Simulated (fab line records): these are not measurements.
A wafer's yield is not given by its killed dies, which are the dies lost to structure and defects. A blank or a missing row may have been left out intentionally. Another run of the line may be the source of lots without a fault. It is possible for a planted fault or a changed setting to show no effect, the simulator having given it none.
fab line records	flow nand_harc
record: lots: 11	wafers: 33	last_day: 24
route steps=1159 shown A_M0@1025 A_M1@1034
lots that met no fault: taken from a fault-free run of the same line
start_h: hours from the record's first day to the start of the lot's first wafer shown	wait_h: time in hours since the lot's previous step	" unchanged from the row above	L1.1+2: one row covering several wafers at once	- value missing, or start not given	* or withheld: withheld	< > ~ a bound
route shown NAME@n: NAME is a module with steps in the file, n the number in the route of the first one	usual: the fault-free wafers' mean and standard deviation	same: alike in all rows	chamber/n: place in a boat	sites: readings site by site	_std_site: standard deviation of those values	_edge_site: the outer-site mean with the inner-site mean subtracted	radius_mm: how far each site lies from the wafer's centre	mask NAME#n: copy n	behind: the most recent tool/chamber to have shaped the wafer	hold: why the lot was held/for how many hours/how that ended	device: the transistor (n, p or np) that didn't switch	end of line: at the end of the route, the tests of the same wafers	a step with no rows: only its recipe	killed: not the wafer's yield, but the dies lost to structure and defects at the first sort	map: shows each die of a wafer: x if killed, . if not, _ if none is there
set.NAME: the run value of the setting; set.NAME@STEP: its run value at that earlier step	model.NAME: the simulator's own value behind a step, which no gauge read
a sample of lots followed through the steps of the route, with each step as a table and each wafer as a row
services: the hour from which a tool's chamber was out of use, counted from the record's first day as start_h (under 0 if before that day), plus the number of hours and why
== steps ==
step: NHARC_A_M0_DEP_32
recipe: target_thk_a: 300	temp_c: 370	target_thk_nm: 30	pressure_torr: 3	flow_sccm: 200	rf_w: 450	material: SiCN
usual: heater_power_w: 607/49
lot.wafer	tool	chamber	start_h	wait_h	heater_power_w
L821.3	pecvd-03	0	405.09	0.1	559
L821.5	"	0	"	"	560
L821.4	"	1	"	"	656
L825.2	pecvd-02	2	410.59	0.1	653
L825.3	"	0	"	"	554
L825.6	"	2	"	"	653
L824.3	pecvd-01	1	413.81	0.1	586
L824.4	"	2	"	"	481
L824.5	"	1	"	"	590
L826.1	pecvd-03	0	421.70	0.1	566
L826.5	"	2	"	"	683
L826.6	"	0	"	"	570
L827.2	pecvd-03	0	435.75	0.1	613
L827.1	"	1	"	"	679
L827.6	"	2	"	"	726
L832.2	pecvd-02	2	475.75	0.1	585
L832.3	"	0	"	"	507
L832.5	"	1	"	"	584
L837.1	pecvd-01	2	496.87	0.1	602
L837.6	"	2	"	"	602
L837.5	"	0	"	"	668
L839.3	pecvd-01	2	503.08	0.1	571
L839.2	"	0	"	"	621
L839.6	"	2	"	"	590
L838.1	pecvd-01	2	517.98	0.1	616
L838.6	"	1	"	"	620
L838.4	"	2	"	"	609
L840.3	pecvd-03	2	518.11	0.1	589
L840.1	"	1	"	"	613
L840.5	"	0	"	"	607
L843.3	pecvd-03	2	544.73	0.1	671
L843.2	"	1	"	"	661
L843.5	"	0	"	"	614
step: NHARC_A_M1_PEB_07
recipe: peb_temp_c: 100	peb_time_s: 65
usual: exhaust_pa: 45.2/0.77	heater_power_total_W: 156.6/0.43
lot.wafer	tool	chamber	start_h	wait_h	exhaust_pa	heater_power_total_W
L821.3	litho_track-04	0	406.26	0.0	44.5	156.1
L821.4	"	0	"	"	44.8	156.1
L821.5	"	0	"	"	45.6	156.6
L825.2	litho_track-01	0	411.66	0.1	45.7	157.0
L825.3	"	0	"	"	44.6	156.9
L825.6	"	0	"	"	43.8	155.9
L824.3	litho_track-04	0	414.92	0.0	44.9	156.3
L824.4	"	0	"	"	45.1	157.1
L824.5	"	0	"	"	44.6	157.2
L826.1	litho_track-04	0	422.73	0.1	45.3	156.0
L826.5	"	0	"	"	45.0	157.0
L826.6	"	0	"	"	45.6	156.9
L827.1	litho_track-06	0	436.95	0.1	45.7	156.3
L827.2	"	0	"	"	44.5	157.2
L827.6	"	0	"	"	45.4	156.5
L832.2	litho_track-04	0	476.85	0.1	45.0	173.9
L832.3	"	0	"	"	45.5	174.0
L832.5	"	0	"	"	46.2	173.3
L837.1	litho_track-04	0	498.07	0.1	44.9	173.2
L837.5	"	0	"	"	45.0	172.9
L837.6	"	0	"	"	44.9	172.5
L839.2	litho_track-01	0	504.14	0.1	44.5	155.9
L839.3	"	0	"	"	44.4	156.7
L839.6	"	0	"	"	45.8	156.9
L838.1	litho_track-01	0	519.14	0.1	44.9	156.4
L838.4	"	0	"	"	46.0	156.9
L838.6	"	0	"	"	47.1	155.8
L840.1	litho_track-06	0	519.29	0.1	44.7	156.3
L840.3	"	0	"	"	45.3	156.0
L840.5	"	0	"	"	45.2	156.6
L843.2	litho_track-01	0	545.93	0.1	45.5	157.1
L843.3	"	0	"	"	44.8	156.7
L843.5	"	0	"	"	44.6	157.1
step: NHARC_A_M1_CD_MEAS_09
recipe: target_cd_nm: 120	landing_energy_ev: 500
usual: cd_nm: 120.3/0.41
lot.wafer	tool	chamber	start_h	wait_h	cd_nm
L821.3	cd_sem-03	0	406.34	-	120.0
L821.4	"	0	"	"	119.9
L821.5	"	0	"	"	120.5
L825.2	cd_sem-03	0	411.74	-	120.0
L825.3	"	0	"	"	119.9
L825.6	"	0	"	"	119.9
L824.3	cd_sem-02	0	415.00	-	120.1
L824.4	"	0	"	"	120.1
L824.5	"	0	"	"	120.6
L826.1	cd_sem-02	0	422.81	-	121.0
L826.5	"	0	"	"	120.6
L826.6	"	0	"	"	120.1
L827.1	cd_sem-03	0	437.03	-	120.0
L827.2	"	0	"	"	120.9
L827.6	"	0	"	"	120.4
L832.2	cd_sem-02	0	476.93	-	113.5
L832.3	"	0	"	"	114.5
L832.5	"	0	"	"	113.4
L837.1	cd_sem-02	0	498.15	-	113.6
L837.5	"	0	"	"	113.8
L837.6	"	0	"	"	113.6
L839.2	cd_sem-03	0	504.22	-	119.9
L839.3	"	0	"	"	120.4
L839.6	"	0	"	"	120.7
L838.1	cd_sem-01	0	519.22	-	120.9
L838.4	"	0	"	"	120.4
L838.6	"	0	"	"	120.3
L840.1	cd_sem-01	0	519.37	-	120.1
L840.3	"	0	"	"	120.4
L840.5	"	0	"	"	120.5
L843.2	cd_sem-02	0	546.01	-	120.7
L843.3	"	0	"	"	120.5
L843.5	"	0	"	"	120.3
step: NHARC_A_M1_ETCH_15
recipe: target_depth_a: 1825	time_s: 91.2	c4f8_flow_sccm: withheld	ar_flow_sccm: 400	rf_w: 600	bias_w: 300	chemistry: C4F8/Ar
usual: oes_product_au: 0.955/0.023	rf_vpp_V: 442.6/2.3
lot.wafer	tool	chamber	start_h	wait_h	oes_product_au	rf_hours_counter_h	rf_vpp_V
L821.4	rie_diel-09	1	-	-	0.930	12	438.2
L821.3	"	2	"	"	0.915	13	438.4
L821.5	"	1	"	"	0.933	-	438.1
L825.3	rie_diel-09	0	-	-	0.973	12	443.5
L825.2	"	1	"	"	0.954	12	438.4
L825.6	"	0	"	"	0.965	-	446.0
L824.4	rie_diel-05	3	-	-	0.976	2	441.8
L824.3	"	2	"	"	0.982	4	444.0
L824.5	"	3	"	"	0.968	-	440.4
L826.1	rie_diel-09	3	-	-	0.917	15	442.7
L826.6	"	2	"	"	0.915	-	440.8
L826.5	"	1	"	"	0.927	-	437.8
L827.1	rie_diel-08	2	-	-	0.920	3	445.1
L827.2	"	1	"	"	0.923	3	443.0
L827.6	"	2	"	"	0.917	-	446.2
L832.3	rie_diel-08	1	-	-	0.983	4	443.0
L832.2	"	0	"	"	0.978	3	443.6
L832.5	"	1	"	"	0.991	-	443.6
L837.1	rie_diel-09	1	-	-	0.980	5	439.9
L837.5	"	3	"	"	0.971	-	442.1
L837.6	"	0	"	"	0.967	-	445.3
L839.2	rie_diel-05	0	-	-	0.978	10	441.4
L839.3	"	2	"	"	0.961	9	442.8
L839.6	"	0	"	"	0.982	-	440.7
L838.1	rie_diel-08	1	-	-	0.958	1	444.9
L838.6	"	1	"	"	0.959	-	443.2
L838.4	"	0	"	"	0.961	-	445.3
L840.3	rie_diel-09	1	-	-	0.963	6	438.6
L840.1	"	3	"	"	0.978	6	442.8
L840.5	"	1	"	"	0.959	-	438.8
L843.3	rie_diel-09	0	-	-	0.917	7	444.4
L843.2	"	2	"	"	0.911	8	439.7
L843.5	"	2	"	"	0.925	-	438.2
step: NHARC_A_M1_STRIP_18
recipe: power_w: 1000	n2_flow_sccm: 150	h2_flow_sccm: 150	ar_flow_sccm: 0	bias_w: 0	chemistry: N2/H2
usual: drypump_motor_current_A: 5.7/0.52	oes_product_au: 1.001/0.0079	rf_vpp_V: 90.9/1	showerhead_plenum_p_Torr: 2.09/0.078	throttle_valve_pct: 14.171/0.01
lot.wafer	tool	chamber	start_h	wait_h	drypump_motor_current_A	oes_product_au	rf_hours_counter_h	rf_vpp_V	showerhead_plenum_p_Torr	throttle_valve_pct
L821.4	rie_diel-08	2	406.93	0.1	6.3	1.001	2.4	92.3	2.21	14.168
L821.3	"	3	"	"	5.9	0.999	2.2	91.2	2.07	14.154
L821.5	"	1	"	"	6.5	1.005	-	91.3	2.14	14.166
L825.2	rie_diel-05	1	412.33	0.1	6.2	0.992	3.8	90.4	2.05	14.167
L825.3	"	2	"	"	5.6	0.993	3.8	93.1	2.14	14.169
L825.6	"	0	"	"	6.1	0.999	-	91.6	2.06	14.167
L824.4	rie_diel-05	3	415.56	0.1	5.4	1.004	2.1	90.7	2.08	14.171
L824.3	"	1	"	"	6.2	1.001	4.1	91.7	2.05	14.155
L824.5	"	0	"	"	6.0	1.003	-	90.4	2.06	14.169
L826.1	rie_diel-05	3	423.48	0.1	5.4	1.012	2.4	91.8	2.08	14.178
L826.5	"	1	"	"	6.2	1.010	-	90.6	2.05	14.161
L826.6	"	2	"	"	5.6	0.999	-	90.3	2.14	14.170
L827.1	rie_diel-05	3	437.62	0.1	5.4	1.011	2.7	92.9	2.08	14.149
L827.2	"	0	"	"	6.1	1.006	4.8	91.8	2.06	14.173
L827.6	"	3	"	"	5.4	1.010	-	90.7	2.08	14.183
L832.3	rie_diel-09	0	477.55	0.1	5.1	1.002	3.1	90.5	2.17	14.180
L832.2	"	1	"	"	5.8	0.991	2.9	90.8	1.97	14.177
L832.5	"	3	"	"	4.7	1.008	-	90.4	2.07	14.177
L837.1	rie_diel-05	1	498.79	0.2	6.2	1.007	9.8	91.1	2.05	14.177
L837.6	"	2	"	"	5.6	1.004	-	90.7	2.14	14.170
L837.5	"	3	"	"	5.4	0.999	-	89.4	2.07	14.176
L839.3	rie_diel-09	1	504.85	0.1	5.7	0.996	5.0	89.6	1.97	14.187
L839.2	"	2	"	"	5.4	0.987	4.9	91.6	1.95	14.184
L839.6	"	3	"	"	4.7	1.006	-	90.3	2.07	14.163
L838.1	rie_diel-08	0	519.87	0.1	6.4	0.996	0.8	92.1	2.19	14.163
L838.6	"	2	"	"	6.3	0.998	-	92.0	2.21	14.177
L838.4	"	1	"	"	6.5	0.987	-	92.0	2.14	14.165
L840.1	rie_diel-09	3	520.01	0.1	4.7	1.004	5.7	90.0	2.07	14.173
L840.3	"	1	"	"	5.8	1.000	5.7	90.4	1.97	14.167
L840.5	"	3	"	"	4.7	1.004	-	90.6	2.07	14.164
L843.2	rie_diel-05	1	546.68	0.1	6.2	1.001	0.4	91.5	2.05	14.186
L843.3	"	2	"	"	5.6	1.002	0.4	92.2	2.14	14.177
L843.5	"	0	"	"	6.0	1.012	-	90.7	2.06	14.176
== services ==
tool	chamber	start_h	hours	kind
rie_diel-09	0	385.80	-	clean
rie_diel-09	1	385.80	-	clean
rie_diel-05	3	386.80	19.4	repair
rie_diel-08	0	396.60	7.9	repair
pecvd-03	-	416.29	0.8	repair
pecvd-01	-	418.19	13.0	pm
rie_diel-09	3	425.47	5.0	repair
rie_diel-09	-	431.22	9.0	pm
rie_diel-08	-	433.93	0.1	repair
rie_diel-09	2	441.12	9.9	repair
litho_track-01	-	443.00	7.0	pm
pecvd-02	2	443.88	5.0	repair
rie_diel-08	0	449.12	10.8	repair
litho_track-06	-	467.00	7.0	pm
pecvd-03	-	473.28	13.0	pm
rie_diel-08	-	478.80	9.0	pm
rie_diel-09	3	484.34	11.3	repair
litho_track-04	-	491.00	7.0	pm
rie_diel-08	1	503.80	3.2	repair
rie_diel-08	3	512.79	7.8	repair
pecvd-02	-	515.04	13.0	pm
rie_diel-05	-	517.66	9.0	pm
rie_diel-09	1	529.08	33.6	repair
rie_diel-09	0	542.64	2.9	repair
== key ==
first_sign: step: NHARC_A_M1_PEB_07	reading: heater_power_total_W	direction: up	sigmas: 39	usual: *	struck: *
effect: step: NHARC_A_M1_CD_MEAS_09	reading: cd_nm	direction: down	sigmas: 16	usual: 120.3	struck: 113.7
met_at NHARC_A_M1_PEB_07
struck_lots L832,L837
not_acting_at NHARC_A_M0_DEP_32,NHARC_A_M1_ETCH_15,NHARC_A_M1_STRIP_18
onset_between 422.73 476.85
fault: kind: process_parameter_drift	tool: litho_track-04	chamber: -	onset_h: 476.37	steps: NHARC_A_M1_PEB_07	channel: peb_time_s	offset: *	shape: step	end_h: 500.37	acts_in: *	stated: *
